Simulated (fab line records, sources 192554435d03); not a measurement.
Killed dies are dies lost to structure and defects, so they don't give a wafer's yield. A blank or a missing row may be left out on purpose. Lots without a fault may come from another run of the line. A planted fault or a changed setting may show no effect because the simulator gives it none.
Which tool did it? | flow n5_finfet | 6 lots, 18 wafers sampled, at 9 steps of a route of 1938

WHAT THE GAUGES READ, wafer by wafer
N5_BEOL_M4_RC_MEAS_101.
lot  | measured     | on        | DIBL_N (mV/V)  | DIBL_P (mV/V)  | IOFF_N (nA/um) | IOFF_P (nA/um) | ION_N (uA/um) | ION_P (uA/um) | SS_N (mV/dec)  | SS_P (mV/dec)  | VT_N (mV)   | VT_P (mV)
L961 | day 10 05:23 | prober-01 | 33.9 35.8 33.8 | 34.4 36.6 33.3 | 0.12 0.16 0.12 | 0.18 0.21 0.17 | 664 683 663   | 454 466 460   | 70.7 71.1 71.6 | 72.0 72.7 72.3 | 254 250 252 | -252 -253 -254
L964 | day 10 10:26 | prober-02 | 38.8 35.0 36.4 | 38.2 33.1 35.1 | 0.18 0.12 0.15 | 0.23 0.16 0.20 | 684 666 686   | 466 455 464   | 71.7 70.6 71.9 | 73.9 73.1 73.5 | 252 256 251 | -247 -255 -251
L962 | day 10 11:23 | prober-01 | 33.7 33.8 35.0 | 33.5 33.5 35.4 | 0.13 0.12 0.15 | 0.19 0.19 0.22 | 671 659 664   | 471 464 463   | 71.2 71.0 71.5 | 72.6 73.0 72.8 | 252 254 250 | -249 -249 -251
L967 | day 10 15:55 | prober-01 | 35.5 35.7 34.7 | 36.4 36.0 34.5 | 0.16 0.15 0.13 | 0.22 0.21 0.18 | 679 668 663   | 465 457 451   | 71.4 71.8 71.7 | 73.5 72.9 73.5 | 248 251 253 | -251 -248 -250
L969 | day 11 14:42 | prober-01 | 38.7 38.2 37.8 | 39.0 39.1 37.9 | 0.20 0.18 0.18 | 0.32 0.32 0.31 | 664 683 686   | 472 477 484   | 73.3 71.7 72.3 | 73.9 73.5 73.8 | 248 249 247 | -242 -244 -240
L972 | day 12 23:00 | prober-02 | 33.7 38.6 35.6 | 32.9 38.7 35.8 | 0.13 0.22 0.17 | 0.20 0.29 0.26 | 674 694 696   | 469 472 479   | 71.2 72.7 71.5 | 71.8 74.4 73.3 | 250 243 249 | -247 -245 -244

N5_BEOL_M10_OCD_MEAS_38.
lot  | measured     | on     | trench_depth_nm (nm)
L961 | day 12 13:47 | ocd-02 | 147.9 153.6 152.0
L964 | day 12 17:46 | ocd-01 | 154.2 150.1 151.8
L962 | day 13 02:38 | ocd-01 | 146.4 151.6 147.0
L967 | day 12 22:21 | ocd-01 | 147.9 147.4 144.2
L969 | day 13 20:05 | ocd-01 | 102.7 104.3 102.3
L972 | day 15 04:33 | ocd-01 | 105.7 101.2 105.3

N5_BEOL_M10_THK_MEAS_53: measures by xrf.
lot  | measured     | on            | M10_THK (nm)
L961 | day 12 16:12 | film_metro-01 | 139 144 139
L964 | day 12 20:07 | film_metro-01 | 142 136 140
L962 | day 13 05:08 | film_metro-01 | 135 142 136
L967 | day 13 00:59 | film_metro-02 | 139 139 136
L969 | day 14 00:48 | film_metro-02 | 95 95 94
L972 | day 15 07:46 | film_metro-01 | 96 91 96

N5_BEOL_M10_RS_MEAS_57: measures by four-point-probe.
lot  | measured     | on            | M10_RS (ohm/sq)
L961 | day 12 16:20 | film_metro-01 | 0.150 0.145 0.148
L964 | day 12 20:16 | film_metro-01 | 0.145 0.151 0.148
L962 | day 13 05:17 | film_metro-01 | 0.157 0.148 0.156
L967 | day 13 01:08 | film_metro-01 | 0.150 0.152 0.155
L969 | day 14 00:56 | film_metro-01 | 0.230 0.229 0.232
L972 | day 15 07:56 | film_metro-01 | 0.227 0.242 0.228

N5_BEOL_M15_RC_MEAS_101.
lot  | measured     | on        | COMB_M11 (S/m)             | COMB_M12 (S/m)          | COMB_M13 (S/m)          | COMB_M14 (S/m)          | COMB_M15 (S/m)          | COMB_M5 (S/m)           | COMB_M6 (S/m)           | COMB_M7 (S/m)           | COMB_M8 (S/m)           | COMB_M8_max_site (S/m)  | COMB_M9 (S/m)              | SERP_M10 (ohm/um) | SERP_M10_max_site (ohm/um) | SERP_M11 (ohm/um) | SERP_M11_max_site (ohm/um) | SERP_M12 (ohm/um) | SERP_M13 (ohm/um) | SERP_M13_max_site (ohm/um) | SERP_M14 (ohm/um) | SERP_M5 (ohm/um) | SERP_M6 (ohm/um) | SERP_M7 (ohm/um) | SERP_M8 (ohm/um) | SERP_M9 (ohm/um)
L961 | day 14 14:41 | prober-02 | 2.19e-11 1.51e-11 1.66e-11 | 8.1e-12 6.1e-12 6.2e-12 | 6.2e-12 8.4e-12 5.3e-12 | 3.2e-12 3.9e-12 4e-12   | 2.7e-12 3.3e-12 1.9e-12 | 4.8e-11 3.9e-11 4.9e-11 | 2.4e-11 2.6e-11 3.6e-11 | 2.2e-11 1.9e-11 3.4e-11 | 3e-11 4.2e-11 2.3e-11   | 3.7e-11 7.6e-11 3.7e-11 | 1.31e-11 1.29e-11 1.54e-11 | 3.08 2.88 3.02    | 3.15 3.05 3.21             | 3.06 3.16 3.10    | 3.12 3.22 3.14             | 0.611 0.634 0.630 | 0.309 0.306 0.304 | 0.315 0.308 0.307          | 0.158 0.165 0.161 | 39.6 38.8 40.0   | 13.3 14.5 14.9   | 12.6 13.3 13.5   | 13.4 14.3 13.2   | 2.90 2.94 3.05
L964 | day 15 02:23 | prober-02 | 1.29e-11 1.26e-11 1.1e-11  | 5.2e-12 5.6e-12 6.2e-12 | 4e-12 4.8e-12 4.9e-12   | 3.1e-12 4.9e-12 3.7e-12 | 2e-12 1.9e-12 2.8e-12   | 3.2e-11 2.6e-11 2.5e-11 | 2.8e-11 3.6e-11 3.1e-11 | 2e-11 2.7e-11 1.9e-11   | 3e-11 4.1e-11 3.3e-11   | 5e-11 5.1e-11 4.8e-11   | 1.24e-11 1.59e-11 1.24e-11 | 2.96 3.04 2.97    | 3.04 3.11 3.02             | 3.13 3.07 3.12    | 3.20 3.13 3.23             | 0.639 0.640 0.637 | 0.313 0.316 0.323 | 0.317 0.320 0.325          | 0.157 0.165 0.159 | 38.7 37.9 37.3   | 12.8 13.6 13.2   | 13.7 13.5 13.8   | 13.1 14.2 14.1   | 2.99 3.05 2.95
L962 | day 15 06:06 | prober-02 | 1.23e-11 1.65e-11 1.51e-11 | 6.6e-12 6.7e-12 9.3e-12 | 5.9e-12 4.6e-12 5.1e-12 | 3.9e-12 4.2e-12 3.6e-12 | 2.2e-12 2.9e-12 2.3e-12 | 3.4e-11 4.7e-11 4.2e-11 | 2.2e-11 2.4e-11 3.5e-11 | 3.4e-11 3.3e-11 3.9e-11 | 2.5e-11 2.4e-11 3.3e-11 | 4.1e-11 4.1e-11 4.2e-11 | 1.32e-11 1.02e-11 1.21e-11 | 3.19 3.02 3.15    | 3.30 3.07 3.23             | 3.14 3.10 2.98    | 3.25 3.16 3.03             | 0.649 0.607 0.644 | 0.310 0.301 0.311 | 0.312 0.305 0.314          | 0.158 0.159 0.159 | 40.2 40.2 40.9   | 14.1 14.0 13.8   | 13.8 13.6 14.4   | 13.2 12.9 12.4   | 3.02 2.96 3.06
L967 | day 15 03:44 | prober-01 | 1.53e-11 1.46e-11 1.91e-11 | 6.3e-12 8.5e-12 8.9e-12 | 5.4e-12 7.1e-12 4.9e-12 | 4.1e-12 3.6e-12 3.4e-12 | 2.8e-12 2.6e-12 3.2e-12 | 4.2e-11 3.2e-11 2.7e-11 | 3.8e-11 4.5e-11 3.4e-11 | 2.2e-11 3.2e-11 2.8e-11 | 3.6e-11 3.3e-11 2.4e-11 | 5.2e-11 4.8e-11 3.9e-11 | 1.44e-11 1.44e-11 1.43e-11 | 3.00 3.13 3.14    | 3.08 3.21 3.25             | 3.09 3.14 3.01    | 3.17 3.23 3.08             | 0.647 0.654 0.661 | 0.305 0.306 0.301 | 0.307 0.308 0.305          | 0.165 0.156 0.156 | 41.4 38.3 43.3   | 13.3 13.5 14.4   | 14.7 15.4 14.3   | 14.0 13.9 14.6   | 3.00 3.02 2.86
L969 | day 15 22:18 | prober-02 | 1.67e-11 1.63e-11 2.26e-11 | 6.4e-12 8.8e-12 4.7e-12 | 5.1e-12 6.3e-12 4.5e-12 | 3.2e-12 3.5e-12 3.5e-12 | 3.5e-12 3e-12 3.4e-12   | 4.5e-11 4.7e-11 5.4e-11 | 2.1e-11 2.5e-11 2e-11   | 2.3e-11 2.7e-11 2.5e-11 | 2.6e-11 2.2e-11 2.8e-11 | 5e-11 3e-11 3.3e-11     | 1.27e-11 1.34e-11 1.54e-11 | 4.68 4.69 4.69    | 4.81 4.80 4.86             | 3.11 3.17 3.05    | 3.21 3.24 3.13             | 0.622 0.638 0.638 | 0.312 0.308 0.306 | 0.314 0.313 0.311          | 0.164 0.159 0.164 | 37.7 36.8 41.1   | 14.7 13.6 13.8   | 13.5 13.8 13.9   | 14.1 13.2 12.6   | 2.94 2.98 2.95
L972 | day 16 21:50 | prober-02 | 1.84e-11 1.53e-11 1.44e-11 | 7.6e-12 5.2e-12 7e-12   | 4.8e-12 3.6e-12 4.5e-12 | 3.3e-12 2.7e-12 3.1e-12 | 2.7e-12 2.1e-12 2.6e-12 | 5.8e-11 3.9e-11 3.5e-11 | 2.1e-11 2.2e-11 3e-11   | 2e-11 2e-11 2e-11       | 1.9e-11 2.2e-11 2.5e-11 | 3.2e-11 3.6e-11 4.6e-11 | 1.14e-11 1.77e-11 1.5e-11  | 4.72 4.83 4.69    | 4.82 4.98 4.76             | 3.11 3.07 2.98    | 3.22 3.25 3.11             | 0.639 0.647 0.637 | 0.304 0.307 0.302 | 0.308 0.309 0.304          | 0.161 0.165 0.166 | 40.8 39.4 41.8   | 14.2 12.9 13.7   | 13.3 14.0 13.6   | 13.2 13.7 12.9   | 2.98 3.06 2.93

WHICH TOOL RAN EACH LOT (tool, then ch and the chambers of the sampled wafers, then the start)
lot  | N5_BEOL_M10_ETCH_66                | N5_BEOL_M10_TRENCH_ETCH_37         | N5_BEOL_M10_ETCH_41                           | N5_BEOL_M10_STRIP_77
L961 | rie_diel-02 ch 0,2,3, day 12 13:23 | rie_diel-02 ch 0,2,3, day 12 13:37 | rie_diel-02 ch 0,2,3, day 12 13:47 or earlier | rie_diel-02 ch 0,2,3, day 12 13:47 or earlier
L964 | rie_diel-03 ch 0,1,3, day 12 17:22 | rie_diel-03 ch 0,1,3, day 12 17:35 | rie_diel-03 ch 0,1,3, day 12 17:46 or earlier | rie_diel-03 ch 0,1,3, day 12 17:46 or earlier
L962 | rie_diel-02 ch 2,3, day 13 02:13   | rie_diel-02 ch 2,3, day 13 02:27   | rie_diel-02 ch 2,3, day 13 02:38 or earlier   | rie_diel-02 ch 2,3, day 13 02:38 or earlier
L967 | rie_diel-06 ch 0,1,2, day 12 21:56 | rie_diel-06 ch 0,1,2, day 12 22:10 | rie_diel-06 ch 0,1,2, day 12 22:21 or earlier | rie_diel-06 ch 0,1,2, day 12 22:21 or earlier
L969 | rie_diel-06 ch 0,3, day 13 19:41   | rie_diel-06 ch 0,3, day 13 19:55   | rie_diel-06 ch 0,3, day 13 20:05 or earlier   | rie_diel-06 ch 0,3, day 13 20:05 or earlier
L972 | rie_diel-03 ch 1,2,3, day 15 04:08 | rie_diel-03 ch 1,2,3, day 15 04:22 | rie_diel-03 ch 1,2,3, day 15 04:33 or earlier | rie_diel-03 ch 1,2,3, day 15 04:33 or earlier
- N5_BEOL_M10_ETCH_66: etches SOC in N2/H2, target depth 120 nm, overetch 24 nm, time 180 s.
- N5_BEOL_M10_TRENCH_ETCH_37: etches SiCOH lowk in C4F6/O2, target depth 148.83 nm, time 48 s.
- N5_BEOL_M10_ETCH_41: etches SiCN in CH3F/O2, target depth 42.6 nm, time 86 s.
- N5_BEOL_M10_STRIP_77: strips in N2/H2, time 10 s.

WHAT THE TOOLS THEMSELVES READ (means of the sampled wafers that have a number; where no wafer has one, the mark that the record gives instead)
N5_BEOL_M10_ETCH_66.
lot  | tool        | drypump_motor_current_A (A) | oes_product_au (a.u.) | rf_vpp_V (V) | run_length_s (s) | showerhead_plenum_p_Torr (Torr) | throttle_valve_pct (%)
L961 | rie_diel-02 | 5.9                         | 0.67                  | 523          | 203.3            | 2.53                            | 17.5
L964 | rie_diel-03 | 5.6                         | 0.69                  | 525          | 203.0            | 2.61                            | 17.7
L962 | rie_diel-02 | 6.0                         | 0.62                  | 521          | 203.0            | 2.44                            | 17.6
L967 | rie_diel-06 | 5.8                         | 0.55                  | 525          | 203.5            | 2.61                            | 18.0
L969 | rie_diel-06 | 6.5                         | 0.70                  | 526          | 203.2            | 2.61                            | 17.7
L972 | rie_diel-03 | 5.9                         | 0.63                  | 525          | 203.4            | 2.57                            | 17.9

N5_BEOL_M10_TRENCH_ETCH_37.
lot  | tool        | drypump_motor_current_A (A) | oes_product_au (a.u.) | rf_vpp_V (V) | run_length_s (s) | showerhead_plenum_p_Torr (Torr) | throttle_valve_pct (%)
L961 | rie_diel-02 | 5.9                         | 0.84                  | 663          | 71.3             | 2.84                            | 20.6
L964 | rie_diel-03 | 5.6                         | 0.87                  | 667          | 71.2             | 2.92                            | 20.9
L962 | rie_diel-02 | 6.0                         | 0.77                  | 657          | 71.1             | 2.74                            | 20.7
L967 | rie_diel-06 | 5.8                         | 0.68                  | 672          | 71.3             | 2.91                            | 20.9
L969 | rie_diel-06 | 6.5                         | 0.85                  | 677          | 59.7             | 2.91                            | 20.7
L972 | rie_diel-03 | 5.9                         | 0.78                  | 661          | 59.7             | 2.87                            | 20.9

N5_BEOL_M10_ETCH_41.
lot  | tool        | drypump_motor_current_A (A) | oes_product_au (a.u.) | rf_vpp_V (V) | run_length_s (s) | showerhead_plenum_p_Torr (Torr) | throttle_valve_pct (%)
L961 | rie_diel-02 | 5.9                         | 0.84                  | 296.6        | 109.1            | 2.00                            | 16.0
L964 | rie_diel-03 | 5.6                         | 0.87                  | 299.0        | 109.0            | 2.06                            | 16.3
L962 | rie_diel-02 | 6.0                         | 0.77                  | 295.2        | 109.1            | 1.92                            | 16.1
L967 | rie_diel-06 | 5.8                         | 0.68                  | 297.3        | 109.3            | 2.05                            | 16.4
L969 | rie_diel-06 | 6.5                         | 0.85                  | 297.6        | 109.3            | 2.04                            | 16.2
L972 | rie_diel-03 | 5.9                         | 0.79                  | 298.2        | 109.3            | 2.02                            | 16.4

N5_BEOL_M10_STRIP_77.
lot  | tool        | drypump_motor_current_A (A) | oes_product_au (a.u.) | rf_vpp_V (V) | showerhead_plenum_p_Torr (Torr) | throttle_valve_pct (%)
L961 | rie_diel-02 | 5.9                         | 0.84                  | 58.0         | 2.52                            | 23.3
L964 | rie_diel-03 | 5.7                         | 0.86                  | 59.3         | 2.61                            | 23.6
L962 | rie_diel-02 | 6.0                         | 0.77                  | 58.9         | 2.43                            | 23.4
L967 | rie_diel-06 | 5.8                         | 0.68                  | 59.4         | 2.61                            | 23.8
L969 | rie_diel-06 | 6.5                         | 0.86                  | 59.7         | 2.60                            | 23.6
L972 | rie_diel-03 | 5.9                         | 0.79                  | 59.8         | 2.57                            | 23.8

THE ANSWER, worked out from the rows above alone
Rule: what is usual is taken from the lots themselves. Put in order of their means at a reading, lots are off if they are a third of the lots or fewer, leave a main group of 4 or more, and stand apart from it by a gap of 3 or more times the standard deviation of the main group's means; of several such gaps the widest counts. A main group whose means are all the same, to the digits that the tables above print for the reading, isn't used. A lot without any number at a reading at which 4 lots or more have one is off too. The other lots that the step has rows for count as sound. The gauges are gone through in route order, then the tools' own readings, and for those a lot's mean is taken as printed above. The first step at which some lot is off is used, and at that step the reading that is off furthest; a lot without a number counts as furthest.
Off: L969, L972, at N5_BEOL_M4_RC_MEAS_101 (IOFF_P). The main group: mean 0.20 nA/um, standard deviation 0.0062.
A tool fits if, at a process step before that reading, it ran every lot that is off, and no sound lot after the first of them. The gauges at N5_BEOL_M4_RC_MEAS_101 aren't tried: what is off there is off at N5_BEOL_M10_OCD_MEAS_38 too, on other tools, and a gauge's error can't cause that. None of those tried fits.

WHAT THE SIMULATOR HAD PUT IN
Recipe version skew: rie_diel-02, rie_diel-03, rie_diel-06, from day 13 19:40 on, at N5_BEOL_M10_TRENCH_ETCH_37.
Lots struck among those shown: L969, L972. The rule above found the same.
